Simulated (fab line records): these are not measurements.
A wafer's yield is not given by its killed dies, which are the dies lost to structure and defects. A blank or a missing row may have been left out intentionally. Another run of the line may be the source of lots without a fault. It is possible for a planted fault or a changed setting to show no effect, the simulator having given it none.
Which tool was responsible?	flow n5-finfet	Sampling: 12 lots, 36 wafers, 3 of 1938 route steps

WHAT THE GAUGES READ, wafer by wafer
N5_BEOL_M0_INSPECT_127: inspects for defects (darkfield).
lot	measured	on	raw-defect-count
L075	day 6 05:44	defect-inspect-02	76 62 75
L077	day 6 21:22	defect-inspect-01	78 55 50
L079	day 7 04:56	defect-inspect-02	61 57 86
L081	day 8 00:43	defect-inspect-02	68 74 88
L083	day 8 10:46	defect-inspect-02	53 20 36
L085	day 8 17:54	defect-inspect-02	39 45 53
L087	day 9 07:05	defect-inspect-02	61 50 82
L089	day 9 19:48	defect-inspect-02	52 47 41
L091	day 10 04:16	defect-inspect-02	68 70 138
L093	day 10 21:02	defect-inspect-02	58 45 58
L095	day 11 09:06	defect-inspect-02	90 76 118
L097	day 12 02:53	defect-inspect-01	67 61 67

EACH LOT AND THE TOOL THAT RAN IT (in order: tool; ch and the chambers of the sampled wafers; start)
lot	N5_BEOL_M0_STRIP_104	N5_BEOL_M0_SURFACE_TREAT_137
L075	rie-diel-05 ch 1,2, day 6 01:20	pvd-sputter-01, day 6 02:31
L077	rie-diel-01 ch 1,2, day 6 17:47	pvd-sputter-01, day 6 19:01
L079	rie-diel-05 ch 0,3, day 7 01:35	pvd-sputter-02, day 7 02:34
L081	rie-diel-01 ch 0,1,2, day 7 19:32	pvd-sputter-01, day 7 22:51
L083	rie-diel-01 ch 0,1,3, day 8 07:41	pvd-sputter-01, day 8 08:38
L085	rie-diel-04 ch 0,2,3, day 8 13:38	pvd-sputter-03, day 8 16:11
L087	rie-diel-01 ch 0,1,3, day 9 02:55	pvd-sputter-02, day 9 05:25
L089	rie-diel-05 ch 0,1, day 9 16:33	pvd-sputter-01, day 9 17:50
L091	rie-diel-05 ch 1,2,3, day 10 00:49	pvd-sputter-01, day 10 02:31
L093	rie-diel-01 ch 1,3, day 10 16:32	pvd-sputter-01, day 10 17:43
L095	rie-diel-05 ch 0,2, day 11 05:22	pvd-sputter-01, day 11 06:31
L097	rie-diel-04 ch 0,1,2, day 11 20:39	pvd-sputter-03, day 12 01:13
- N5_BEOL_M0_STRIP_104: strips in N2/H2.
- N5_BEOL_M0_SURFACE_TREAT_137

THE ANSWER, worked out from the rows above alone
Rule: usual is defined by the lots themselves. Put in order of their means at a reading, lots are off if they are a third of the lots or fewer, leave a main group of 4 or more, and stand apart from it by a gap of 3 or more times the standard deviation of the main group's means; of several such gaps the widest counts. A main group whose means are all the same, to the digits that the tables above print for the reading, isn't used. A lot without any number at a reading at which 4 lots or more have one is off too. All remaining lots with rows at the step are treated as sound.
None of the lots is off at any reading shown; this tells nothing.

WHAT HAD BEEN PUT IN BY THE SIMULATOR
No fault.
